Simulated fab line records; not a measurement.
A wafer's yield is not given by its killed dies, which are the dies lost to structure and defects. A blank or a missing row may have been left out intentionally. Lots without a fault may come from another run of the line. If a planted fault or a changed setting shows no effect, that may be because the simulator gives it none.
Struck lot and sound lot, side by side + flow n5 finfet + 36 steps out of a route of 1938
Sound: the wafers L259.2, L259.3, L259.6. Struck: wafer L272.5; the same lot's L272.4 was not struck, so it is left out; see the end for the cause.
For every step that has rows: the tool of each side, followed by ch and its chambers, followed by its first start. Under that, the readings that differ: sound wafers + struck wafers + difference of the means + sigmas: that difference in standard deviations of wafers without a fault.
alike: a reading whose means differ by less than 2 such deviations, as well as words and numbers matching on both sides. not compared: withheld readings; readings where some wafer has no value; bounds like >300 that might hide an equal value; numbers whose values overlap and for which the record gives no deviation.
Wherever a step has rows on one side only, a row that says differs or no value, or a row with sigmas, the two part there. Numbers that don't overlap but have no deviation are shown without sigmas and don't part them. A reading that every wafer of one side lacks parts them only if that side has two wafers or more.

first, 8 steps without rows for these wafers: N5_BEOL_M1_ECD_50 (material Cu, target thk 300 nm); N5_BEOL_M1_ANNEAL_51 (time 90 s); N5_BEOL_M1_CMP_52 (polishes, stops on SiOC, t overpolish 6.8 s, target thk 40 nm); N5_BEOL_M1_PRE_CLEAN_60 (time 15 s); N5_BEOL_M1_CO_CAP_55 (material Co, precursor CCTBA/H2, target thk 2 nm, time 102.1 s); N5_BEOL_M1_PRE_CLEAN_56 (time 15 s); N5_BEOL_M1_DEP_57 (deposits SiCN from 3MS/NH3, target thk 8 nm, time 14 s); N5_BEOL_M2_ILD_DEP_00 (deposits SiOC from DEMS/O2, target thk 79 nm, time 15.3 s).
N5_BEOL_M2_PECVD_72: deposits SiO2 from TEOS/O2, target thk 16 nm, time 18 s.
  sound on pecvd-01 ch 0,1,2, day 7 09:20; struck on pecvd-01 ch 2, day 10 12:53
| reading                                    | sound        | struck | difference | sigmas |
|--------------------------------------------|--------------|--------|------------|--------|
| model.SiO2_of_BEOL_M2_PECVD_72.thk nm (nm) | 15.6 15.6 16 | 16.8   | +1.1       |        |
  alike: heater power w, showerhead plenum p Torr, throttle valve pct
then, 25 steps without rows for these wafers: N5_BEOL_M2_HM_DEP_02 (deposits TiN, target thk 20 nm); N5_BEOL_M2_COAT_61 (time 60 s, resist thk 60 nm); N5_BEOL_M2_COAT_62 (time 60 s, resist thk 12 nm); N5_BEOL_M2_COAT_73 (time 60 s, resist thk 5 nm); N5_BEOL_M2_COAT_05 (resist thk 30 nm); N5_BEOL_M2_EBR_07; N5_BEOL_M2_SOFTBAKE_06 (time 60 s); N5_BEOL_M2_EXPOSE_08 (exposes mask M2); N5_BEOL_M2_PEB_09 (peb time 60 s); N5_BEOL_M2_DEVELOP_10 (develop time 30 s); N5_BEOL_M2_DESCUM_16 (chemistry O2, time 7 s); N5_BEOL_M2_ETCH_74 (etches underlayer in N2/H2, target depth 6.5 nm, time 5.2 s); N5_BEOL_M2_ETCH_63 (etches SiARC in CF4, target depth 15.6 nm, time 26 s); N5_BEOL_M2_ETCH_64 (etches SOC in N2/H2, target depth 75 nm, overetch 22.5 nm, time 121.9 s); N5_BEOL_M2_STRIP_65 (strips in N2/H2); N5_BEOL_M2_STRIP_75 (strips in N2/H2); N5_BEOL_M2_STRIP_66 (strips in CF4); N5_BEOL_M2_HM_OPEN_17 (chemistry Cl2/BCl3, target TiN, target depth 20 nm, overetch 6 nm); N5_BEOL_M2_STRIP_19 (strips in O2); N5_BEOL_M2_COAT_67 (time 60 s, resist thk 60 nm); N5_BEOL_M2_COAT_68 (time 60 s, resist thk 12 nm); N5_BEOL_M2_COAT_76 (time 60 s, resist thk 5 nm); N5_BEOL_M2_COAT_22 (resist thk 30 nm); N5_BEOL_M2_EBR_24; N5_BEOL_M2_SOFTBAKE_23 (time 60 s).
N5_BEOL_M2_HM_STRIP_39: strips TiN in peroxide tin strip, target depth 25 nm, time 158 s.
  sound on wet bench-05 ch 3,4,6, day 7 15:37; struck on wet bench-06 ch 5, day 10 19:50
| reading                                    | sound        | struck | difference | sigmas |
|--------------------------------------------|--------------|--------|------------|--------|
| model.SiO2_of_BEOL_M2_PECVD_72.thk nm (nm) | 15.4 15.6 16 | 16.6   | +0.9       |        |
N5_BEOL_M4_RC_MEAS_101:
  sound on prober-02 ch 0, day 8 21:13; struck on prober-02 ch 0, day 12 02:07
  alike: DIBL_N, DIBL_P, IOFF_N, IOFF_P, ION_N, ION_P, SS_N, SS_P, VT_N, VT_P

== WHERE THEY PART ==
Nowhere in this record.

WHY: what had been put in by the simulator
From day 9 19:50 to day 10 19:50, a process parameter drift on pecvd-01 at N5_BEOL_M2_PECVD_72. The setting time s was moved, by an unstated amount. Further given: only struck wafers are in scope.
